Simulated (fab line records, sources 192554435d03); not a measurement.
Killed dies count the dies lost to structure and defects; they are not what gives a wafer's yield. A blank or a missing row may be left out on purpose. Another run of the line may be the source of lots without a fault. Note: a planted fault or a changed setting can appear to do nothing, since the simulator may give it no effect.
The tool behind it: which one?    flow n5Finfet    10 lots, 30 wafers sampled, at 5 steps of a route of 1938

WHAT THE GAUGES READ, wafer by wafer
N5_BEOL_M3_RS_MEAS_58: a four-point-probe measurement. Usual: for M3_RS the level is 0.68 ohm/sq and the standard deviation is 0.035.
lot   measured      on            M3_RS (ohm/sq)  flag
L740  day 8 08:13   filmMetro-01  0.69 0.69 0.72  
L742  day 8 08:21   filmMetro-01  0.71 0.70 0.73  
L743  day 8 10:04   filmMetro-01  0.64 0.72 0.65  
L744  day 8 16:37   filmMetro-02  0.67 0.69 0.68  
L750  day 10 03:04  filmMetro-01  0.66 0.64 0.64  
L753  day 11 07:42  filmMetro-02  0.70 0.72 0.69  
L758  day 11 21:20  filmMetro-01  0.66 0.71 0.69  
L761  day 12 20:01  filmMetro-02  0.69 0.67 0.63  
L760  day 12 21:08  filmMetro-01  0.69 0.64 0.65  
L762  day 13 06:19  filmMetro-01  0.69 0.67 0.61  

N5_BEOL_M4_RC_MEAS_101. Usual: DIBL_N 36.5 mV/V, standard deviation 2; DIBL_P 36.5 mV/V, standard deviation 2.3; IOFF_N 0.16 nA/um, standard deviation 0.036; IOFF_P 0.21 nA/um, standard deviation 0.037; ION_N 672 uA/um, standard deviation 12; ION_P 459 uA/um, standard deviation 7.1; SS_N 71.6 mV/dec, standard deviation 0.73; SS_P 73.4 mV/dec, standard deviation 0.76; VT_N 250 mV, standard deviation 3.3; VT_P -250.5 mV, standard deviation 2.9.
lot   measured      on         DIBL_N (mV/V)   DIBL_P (mV/V)   IOFF_N (nA/um)  IOFF_P (nA/um)  ION_N (uA/um)  ION_P (uA/um)  SS_N (mV/dec)   SS_P (mV/dec)   VT_N (mV)    VT_P (mV)             flag
L740  day 8 14:59   prober-02  31.8 33.0 34.4  34.0 34.7 37.4  0.12 0.13 0.16  0.17 0.17 0.20  671 659 675    462 450 461    71.2 70.6 70.9  72.4 72.4 73.5  252 254 250  -250.3 -253.8 -249.8  
L742  day 8 18:32   prober-01  36.6 36.1 38.4  33.7 33.6 36.9  0.13 0.13 0.17  0.17 0.18 0.22  661 668 687    458 455 471    71.9 70.7 72.0  72.1 72.0 73.1  251 251 245  -253.6 -250.0 -247.1  
L743  day 8 21:33   prober-02  36.7 34.8 35.7  36.7 35.0 36.1  0.18 0.14 0.16  0.21 0.19 0.20  680 679 670    458 463 464    71.9 71.4 71.3  73.9 73.4 73.5  246 251 249  -251.4 -252.9 -251.7  
L744  day 9 07:25   prober-01  40.0 40.9 35.9  39.5 41.1 34.9  0.23 0.25 0.14  0.28 0.32 0.19  695 679 657    472 457 451    72.2 72.4 71.0  74.4 74.7 73.1  246 245 251  -246.4 -248.5 -251.8  
L750  day 10 13:52  prober-01  34.3 33.8 31.9  35.4 33.2 32.0  0.13 0.11 0.10  0.20 0.16 0.16  664 630 658    462 439 459    71.3 72.2 71.1  72.5 72.7 72.3  253 259 255  -249.4 -255.7 -251.8  
L753  day 11 19:24  prober-01  36.3 37.4 37.3  36.2 36.3 38.8  0.16 0.19 0.20  0.20 0.21 0.25  663 652 669    448 446 463    71.8 73.3 72.6  73.1 73.4 73.4  250 250 247  -252.3 -249.7 -246.2  
L758  day 12 10:17  prober-02  35.3 35.1 36.7  33.9 33.6 35.6  0.13 0.13 0.15  0.20 0.19 0.23  667 671 679    463 464 470    70.7 70.4 71.5  72.7 72.4 73.3  253 252 249  -247.5 -250.6 -247.3  
L761  day 13 09:34  prober-01  39.5 36.8 34.2  41.0 37.8 34.2  0.23 0.18 0.12  0.29 0.24 0.17  697 688 664    475 464 459    71.6 71.4 71.0  74.7 73.5 72.8  243 246 254  -246.4 -246.8 -250.7  
L760  day 13 10:04  prober-02  36.7 38.1 38.2  36.8 38.8 38.9  0.15 0.17 0.17  0.20 0.22 0.23  670 671 678    454 458 458    71.4 71.5 72.2  73.5 73.9 73.0  253 248 249  -255.1 -251.8 -251.8  
L762  day 13 21:25  prober-01  38.1 37.5 37.7  41.2 39.5 39.4  0.24 0.21 0.21  0.30 0.26 0.26  691 684 661    474 467 449    72.1 71.8 72.3  73.9 74.3 74.0  243 248 247  -243.0 -246.6 -245.4  

EACH LOT AND THE TOOL THAT RAN IT (in order: tool; ch and the chambers of the sampled wafers; start)
lot   N5_BEOL_M3_ANNEAL_89         N5_BEOL_M3_SPUTTER_94        N5_BEOL_M3_CO_CAP_55
L740  pvdSputter-03, day 8 06:22   pvdSputter-03, day 8 06:57   cvdCo-02 ch 0,1,2, day 8 08:02
L742  pvdSputter-02, day 8 06:30   pvdSputter-02, day 8 07:05   cvdCo-02 ch 0,1, day 8 08:10
L743  pvdSputter-03, day 8 08:13   pvdSputter-03, day 8 08:47   cvdCo-02 ch 1,2, day 8 09:53
L744  pvdSputter-01, day 8 14:46   pvdSputter-01, day 8 15:21   cvdCo-02 ch 0,1, day 8 16:26
L750  pvdSputter-02, day 10 01:11  pvdSputter-02, day 10 01:46  cvdCo-01 ch 0,1, day 10 02:51
L753  pvdSputter-01, day 11 05:33  pvdSputter-01, day 11 06:08  cvdCo-01 ch 0,1,2, day 11 07:31
L758  pvdSputter-02, day 11 19:28  pvdSputter-02, day 11 20:03  cvdCo-01 ch 1,2, day 11 21:09
L761  pvdSputter-01, day 12 15:20  pvdSputter-01, day 12 15:55  cvdCo-02 ch 0,1,2, day 12 19:52
L760  pvdSputter-02, day 12 17:55  pvdSputter-02, day 12 18:30  cvdCo-01 ch 0,1,2, day 12 20:57
L762  pvdSputter-03, day 13 02:14  pvdSputter-03, day 13 02:49  cvdCo-02 ch 0,1,2, day 13 06:08
- N5_BEOL_M3_ANNEAL_89: time 240 s.
- N5_BEOL_M3_SPUTTER_94: material Cu, target thk 4.5 nm, time 8.29 s.
- N5_BEOL_M3_CO_CAP_55: material Co, precursor CCTBA/H2, target thk 2 nm, time 102.1 s.

AS READ BY THE TOOLS THEMSELVES (means over the sampled wafers that have a number; for cases with no such wafer, the mark the record gives instead)
N5_BEOL_M3_ANNEAL_89. Usual: heaterPowerW 834 W, standard deviation 61.
lot   tool           heaterPowerW (W)  flag
L740  pvdSputter-03  826               
L742  pvdSputter-02  841               
L743  pvdSputter-03  821               
L744  pvdSputter-01  798               
L750  pvdSputter-02  853               
L753  pvdSputter-01  792               
L758  pvdSputter-02  871               
L761  pvdSputter-01  812               
L760  pvdSputter-02  831               
L762  pvdSputter-03  842               

N5_BEOL_M3_SPUTTER_94. Usual: throttleValvePct 29.9 %, standard deviation 0.86.
lot   tool           throttleValvePct (%)  flag
L740  pvdSputter-03  30.6                  
L742  pvdSputter-02  29.9                  
L743  pvdSputter-03  30.8                  
L744  pvdSputter-01  29.2                  
L750  pvdSputter-02  29.9                  
L753  pvdSputter-01  29.5                  
L758  pvdSputter-02  29.7                  
L761  pvdSputter-01  29.5                  
L760  pvdSputter-02  29.5                  
L762  pvdSputter-03  30.7                  

N5_BEOL_M3_CO_CAP_55. Usual: heaterPowerW 236 W, standard deviation 17; runLengthS 125.2 s, standard deviation 0.43.
lot   tool      heaterPowerW (W)  runLengthS (s)  flag
L740  cvdCo-02  237               125.4           
L742  cvdCo-02  239               125.4           
L743  cvdCo-02  227               144.1           OFF
L744  cvdCo-02  226               143.7           OFF
L750  cvdCo-01  237               125.3           
L753  cvdCo-01  229               124.9           
L758  cvdCo-01  239               125.3           
L761  cvdCo-02  240               125.4           
L760  cvdCo-01  231               125.1           
L762  cvdCo-02  238               125.2           

THE ANSWER, worked out from the rows above alone
Rule: a lot counts as off when the mean over its wafers that have a number is more than 3 standard deviations away from the usual mean. A lot without any number at a reading at which 4 lots or more have one is off too. All remaining lots with rows at the step are treated as sound. The gauges are gone through in route order, then the tools' own readings, and for those a lot's mean is taken as printed above. At the first step where some lot is off, the reading lying furthest off is the one used; lots without a number count as furthest.
Off, at N5_BEOL_M3_CO_CAP_55 on runLengthS: L743, L744.
If a tool, at that step or one of the process steps before it, ran each lot that is off and ran no sound lot following the first of them, it fits. None of those tried fits.

WHAT THE SIMULATOR PUT IN
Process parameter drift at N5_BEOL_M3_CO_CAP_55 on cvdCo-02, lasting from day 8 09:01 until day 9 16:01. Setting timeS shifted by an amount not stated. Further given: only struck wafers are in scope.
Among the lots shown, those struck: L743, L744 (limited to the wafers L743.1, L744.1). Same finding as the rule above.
